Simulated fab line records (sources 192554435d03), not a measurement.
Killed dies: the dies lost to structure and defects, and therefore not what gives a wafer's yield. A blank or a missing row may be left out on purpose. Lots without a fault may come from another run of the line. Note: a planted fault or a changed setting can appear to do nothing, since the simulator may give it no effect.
Matching of chambers | flow n5 finfet | N5_BEOL_M15_VIA_ETCH_16 on rie diel-01: 4 sister chambers
The step etches SiO2 in C4F8/O2/Ar, target depth 1792.2 nm. 8 wafers are shown with their chamber, then 9 later ones without.

== EACH WAFER AND ITS CHAMBER ==
wafer  | chamber | rf vpp V (V) | throttle valve pct (%)
L075.3 | 0       | 2143         | 30.93
L081.3 | 0       | 2143         | 30.94
L083.2 | 1       | 2224         | 30.40
L083.4 | 2       | 2262         | 31.26
L083.6 | 3       | 2203         | 31.22
L089.1 | 3       | 2203         | 31.22
L089.3 | 1       | 2223         | 30.41
L089.4 | 2       | 2261         | 31.27

== WAFERS MISSING THEIR CHAMBER ==
wafer  | rf vpp V (V) | throttle valve pct (%)
L088.1 | 2223         | 30.41
L088.4 | 2203         | 31.21
L088.5 | 2263         | 31.24
L091.1 | 2140         | 30.97
L091.4 | 2224         | 30.43
L091.5 | 2141         | 30.97
L093.1 | 2204         | 31.23
L093.4 | 2141         | 30.98
L093.6 | 2224         | 30.41

== THE CHAMBER EACH PASSED THROUGH ==
wafer  | from the rows above | in truth
L088.1 | 1                   | 1
L088.4 | 3                   | 3
L088.5 | 2                   | 2
L091.1 | 0                   | 0
L091.4 | 1                   | 1
L091.5 | 0                   | 0
L093.1 | 3                   | 3
L093.4 | 0                   | 0
L093.6 | 1                   | 1
Placed correctly: 9 of 9. Not placeable from these rows: 0. Placed wrongly: 0.
How it was worked out, from the rows above alone: a wafer's distance from a chamber is the root of the sum, over the readings, of the square of ((its reading less the chamber's mean) divided by the reading's scatter). If the next closest chamber is less than 2 further off than the closest, the wafer can't be placed; otherwise it belongs to the closest. For every chamber, the mean is computed from those of its wafers that are shown. The scatter: take each reading less its chamber's mean, square it, sum over the shown wafers, divide by the number of wafers less the number of chambers, and take the root.
